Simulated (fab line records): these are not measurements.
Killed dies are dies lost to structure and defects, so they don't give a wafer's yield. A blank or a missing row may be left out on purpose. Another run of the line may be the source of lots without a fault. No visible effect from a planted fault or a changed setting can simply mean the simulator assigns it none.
fab line records    flow nand_harc
[record] lots = 14  wafers = 42  last_day = 33
route steps=1302 shown P_BONDPAD@381 A_ZERO_WELL@412 A_SOURCE_PLATE@415 A_ONON_D1@429
lots that met no fault: from a run of the same line without faults
start_h: hours from the record's first day to the start of the lot's first wafer shown    wait_h: hours since the lot's step before    " identical to the entry in the row above    L1.1+2: several wafers, shown together as one row    - value missing, or start not given    * or withheld: withheld    < > ~ a bound
route shown NAME@n: a module of which the file shows steps, and the number in the route of the first    usual: mean/standard deviation of fault-free wafers    same: alike in all rows    chamber/n: place in a boat    sites: the reading at each site    _std_site: how widely they spread, as a standard deviation    _edge_site: mean of outer sites minus mean of inner sites    radius_mm: for every site, how far away it sits from the centre of the wafer    mask NAME#n: copy n    behind: the most recent tool/chamber to have shaped the wafer    hold: the reason the lot was held/the length of the hold in hours/how it ended    device: the transistor (n, p or np) that didn't switch    end of line: at the end of the route, the tests of the same wafers    step lacking rows: just its recipe    killed: dies that structure and defects cost at the first sort, which is not the same as the wafer's yield    map: a wafer's dies, x killed, . not, _ none there
set.NAME: the run value of the setting; set.NAME@STEP: its run value at that earlier step    model.NAME: the simulator's own value behind a step, which no gauge read
a sample of lots followed through the steps of the route, with each step as a table and each wafer as a row
services: the hour from which a tool's chamber was out of use, counted from the record's first day as start_h (under 0 if before that day), plus the number of hours and why
[[steps]]
[step NHARC_P_BONDPAD_THK_MEAS_20]
[recipe] thk_meas_gauge = xrf
[usual] thk_nm = 161.3/1.7
lot.wafer  tool           chamber  start_h  wait_h  thk_nm
L422.1     film_metro-02  -        143.17   -       163.7
L422.2     "              -        "        "       161.4
L422.4     "              -        "        "       163.2
L423.2     film_metro-02  -        155.13   -       161.2
L423.4     "              -        "        "       160.4
L423.5     "              -        "        "       162.9
L424.1     film_metro-02  -        172.71   -       162.1
L424.5     "              -        "        "       160.9
L424.6     "              -        "        "       163.0
L425.1     film_metro-02  -        176.48   -       160.7
L425.4     "              -        "        "       163.1
L425.6     "              -        "        "       159.5
L426.2     film_metro-01  -        188.19   -       161.8
L426.4     "              -        "        "       162.9
L426.6     "              -        "        "       162.1
L427.3     film_metro-01  -        196.25   -       158.2
L427.5     "              -        "        "       159.4
L427.6     "              -        "        "       160.2
L428.4     film_metro-02  -        208.32   -       159.2
L428.5     "              -        "        "       162.4
L428.6     "              -        "        "       162.2
L429.2     film_metro-01  -        224.67   -       162.5
L429.4     "              -        "        "       161.9
L429.5     "              -        "        "       161.0
L438.2     film_metro-01  -        307.82   -       160.2
L438.4     "              -        "        "       162.1
L438.6     "              -        "        "       161.9
L440.1     film_metro-01  -        323.94   -       158.9
L440.2     "              -        "        "       161.4
L440.4     "              -        "        "       164.1
L439.2     film_metro-02  -        324.27   -       159.6
L439.3     "              -        "        "       160.8
L439.5     "              -        "        "       158.8
L442.3     film_metro-02  -        353.10   -       160.7
L442.5     "              -        "        "       163.2
L442.6     "              -        "        "       159.7
L443.4     film_metro-02  -        360.69   -       161.3
L443.5     "              -        "        "       158.6
L443.6     "              -        "        "       157.9
L444.3     film_metro-02  -        373.67   -       162.7
L444.5     "              -        "        "       159.9
L444.6     "              -        "        "       161.0
[step NHARC_A_ZERO_WELL_INSPECT_17]
[usual] raw_defect_count = 11/5.7
lot.wafer  tool               chamber  start_h  wait_h  raw_defect_count
L422.1     defect_inspect-02  -        146.05   0.2     8
L422.2     "                  -        "        "       18
L422.4     "                  -        "        "       4
L423.2     defect_inspect-01  -        158.12   0.1     12
L423.4     "                  -        "        "       20
L423.5     "                  -        "        "       8
L424.1     defect_inspect-02  -        175.72   0.2     20
L424.5     "                  -        "        "       14
L424.6     "                  -        "        "       5
L425.1     defect_inspect-02  -        179.34   0.2     5
L425.4     "                  -        "        "       5
L425.6     "                  -        "        "       6
L426.2     defect_inspect-02  -        191.12   0.1     4
L426.4     "                  -        "        "       6
L426.6     "                  -        "        "       15
L427.3     defect_inspect-01  -        199.25   0.1     13
L427.5     "                  -        "        "       16
L427.6     "                  -        "        "       21
L428.4     defect_inspect-02  -        211.36   0.1     5
L428.5     "                  -        "        "       10
L428.6     "                  -        "        "       10
L429.2     defect_inspect-01  -        227.66   0.1     7
L429.4     "                  -        "        "       4
L429.5     "                  -        "        "       5
L438.2     defect_inspect-02  -        310.79   0.1     19
L438.4     "                  -        "        "       9
L438.6     "                  -        "        "       8
L440.1     defect_inspect-01  -        327.08   0.2     13
L440.2     "                  -        "        "       17
L440.4     "                  -        "        "       21
L439.2     defect_inspect-01  -        327.61   0.1     8
L439.3     "                  -        "        "       8
L439.5     "                  -        "        "       6
L442.3     defect_inspect-01  -        355.95   0.1     5
L442.5     "                  -        "        "       11
L442.6     "                  -        "        "       5
L443.4     defect_inspect-01  -        363.66   0.1     7
L443.5     "                  -        "        "       23
L443.6     "                  -        "        "       23
L444.3     defect_inspect-02  -        376.84   0.1     6
L444.5     "                  -        "        "       12
L444.6     "                  -        "        "       5
[step NHARC_A_SOURCE_PLATE_OXIDE_02]
[recipe] target_thk_a = 100  temp_c = 900  ox_time_s = 1362  material = SiO2
lot.wafer   tool        chamber  start_h  wait_h
L422.1+2+4  furnace-04  0        148.82   -
L423.2+4+5  furnace-01  0        161.76   -
L424.1+5+6  furnace-04  0        181.12   -
L425.1+4+6  furnace-04  0        181.12   -
L425.1+4+6  furnace-04  0        185.46   0.7
L426.2+4+6  furnace-04  0        195.21   -
L427.3+5+6  furnace-04  0        202.01   -
L427.3+5+6  furnace-04  0        206.77   1.1
L428.4+5+6  furnace-04  0        214.12   -
L428.4+5+6  furnace-05  0        221.15   3.4
L429.2+4+5  furnace-04  0        230.42   -
L438.2+4+6  furnace-01  0        314.04   -
L439.2+3+5  furnace-04  0        329.84   -
L440.1+2+4  furnace-04  0        329.84   -
L442.3+5+6  furnace-04  0        358.71   -
L443.4+5+6  furnace-04  0        368.13   -
L444.3+5+6  furnace-01  0        380.09   -
[step NHARC_A_SOURCE_PLATE_THK_MEAS_09]
[recipe] thk_meas_gauge = ellipsometry
[usual] thk_nm = 9.8/1
lot.wafer  tool           chamber  start_h  wait_h  thk_nm
L422.1     film_metro-02  -        152.88   0.4     9.2
L422.2     "              -        "        "       8.1
L422.4     "              -        "        "       10.9
L423.2     film_metro-02  -        165.82   0.4     8.6
L423.4     "              -        "        "       10.9
L423.5     "              -        "        "       10.1
L424.1     film_metro-01  -        185.16   0.4     9.8
L424.5     "              -        "        "       7.7
L424.6     "              -        "        "       12.1
L425.1     film_metro-01  -        189.84   0.7     14.3
L425.4     "              -        "        "       15.1
L425.6     "              -        "        "       15.2
L426.2     film_metro-01  -        199.28   0.4     8.8
L426.4     "              -        "        "       9.7
L426.6     "              -        "        "       8.6
L427.3     film_metro-02  -        211.17   0.7     14.2
L427.5     "              -        "        "       16.6
L427.6     "              -        "        "       17.3
L428.4     film_metro-01  -        225.51   0.7     17.8
L428.5     "              -        "        "       15.5
L428.6     "              -        "        "       16.3
L429.2     film_metro-02  -        234.46   0.4     9.5
L429.4     "              -        "        "       9.1
L429.5     "              -        "        "       12.0
L438.2     film_metro-01  -        318.12   0.4     10.1
L438.4     "              -        "        "       9.3
L438.6     "              -        "        "       10.5
L440.1     film_metro-01  -        333.89   0.4     10.4
L440.2     "              -        "        "       10.9
L440.4     "              -        "        "       9.1
L439.2     film_metro-02  -        333.89   0.4     9.5
L439.3     "              -        "        "       11.0
L439.5     "              -        "        "       10.1
L442.3     film_metro-01  -        362.82   0.4     10.5
L442.5     "              -        "        "       10.4
L442.6     "              -        "        "       10.1
L443.4     film_metro-02  -        372.13   0.4     9.9
L443.5     "              -        "        "       10.6
L443.6     "              -        "        "       8.3
L444.3     film_metro-01  -        384.11   0.4     8.9
L444.5     "              -        "        "       9.2
L444.6     "              -        "        "       8.7
[step NHARC_A_ONON_D1_THK_MEAS_08]
[recipe] thk_meas_gauge = ellipsometry
[usual] thk_nm = 1000/8.1
lot.wafer  tool           chamber  start_h  wait_h  thk_nm
L422.1     film_metro-01  -        167.25   -       1013
L422.2     "              -        "        "       1015
L422.4     "              -        "        "       1014
L423.2     film_metro-02  -        180.25   -       1000
L423.4     "              -        "        "       1000
L423.5     "              -        "        "       1001
L424.1     film_metro-01  -        199.96   -       1000
L424.5     "              -        "        "       997
L424.6     "              -        "        "       1001
L425.1     film_metro-02  -        201.45   -       995
L425.4     "              -        "        "       995
L425.6     "              -        "        "       998
L426.2     film_metro-02  -        213.61   -       997
L426.4     "              -        "        "       998
L426.6     "              -        "        "       998
L427.3     film_metro-02  -        223.53   -       998
L427.5     "              -        "        "       998
L427.6     "              -        "        "       998
L428.4     film_metro-02  -        235.18   -       975
L428.5     "              -        "        "       976
L428.6     "              -        "        "       976
L429.2     film_metro-01  -        248.90   -       1000
L429.4     "              -        "        "       1001
L429.5     "              -        "        "       1002
L438.2     film_metro-01  -        333.05   -       1008
L438.4     "              -        "        "       1005
L438.6     "              -        "        "       1006
L439.2     film_metro-01  -        348.80   -       995
L439.3     "              -        "        "       996
L439.5     "              -        "        "       994
L440.1     film_metro-01  -        348.81   -       999
L440.2     "              -        "        "       998
L440.4     "              -        "        "       998
L442.3     film_metro-01  -        377.49   -       1005
L442.5     "              -        "        "       1005
L442.6     "              -        "        "       1003
L443.4     film_metro-02  -        388.96   -       1007
L443.5     "              -        "        "       1007
L443.6     "              -        "        "       1007
L444.3     film_metro-02  -        398.94   -       1015
L444.5     "              -        "        "       1014
L444.6     "              -        "        "       1014
[[services]]
tool        chamber  start_h  hours  kind
furnace-01  -        178.24   8.8    repair
furnace-01  -        209.41   26.0   pm
[[key]]
[first_sign] step = NHARC_A_SOURCE_PLATE_OXIDE_02  reading = visit  direction = added
[effect] step = NHARC_A_SOURCE_PLATE_THK_MEAS_09  reading = thk_nm  direction = up  sigmas = 5.7  usual = 9.8  struck = 15.8
met_at NHARC_A_SOURCE_PLATE_OXIDE_02
struck_lots L425,L427,L428
tester_left_out L425,L427,L428
not_acting_at NHARC_P_BONDPAD_THK_MEAS_20,NHARC_A_ZERO_WELL_INSPECT_17,NHARC_A_ONON_D1_THK_MEAS_08
[fault] kind = repeated_step_whole  tool = furnace-01,furnace-04,furnace-05  chamber = -  onset_h = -  steps = NHARC_A_SOURCE_PLATE_OXIDE_02  times = 1  scope = struck_lots_only
// tester_left_out: of these lots the tester's yield and bins aren't shown, on N5 and GAA mostly nor the transistor test; their killed dies are dies lost to structure and defects alone, not to doping, threshold or leakage, so they don't give the yield
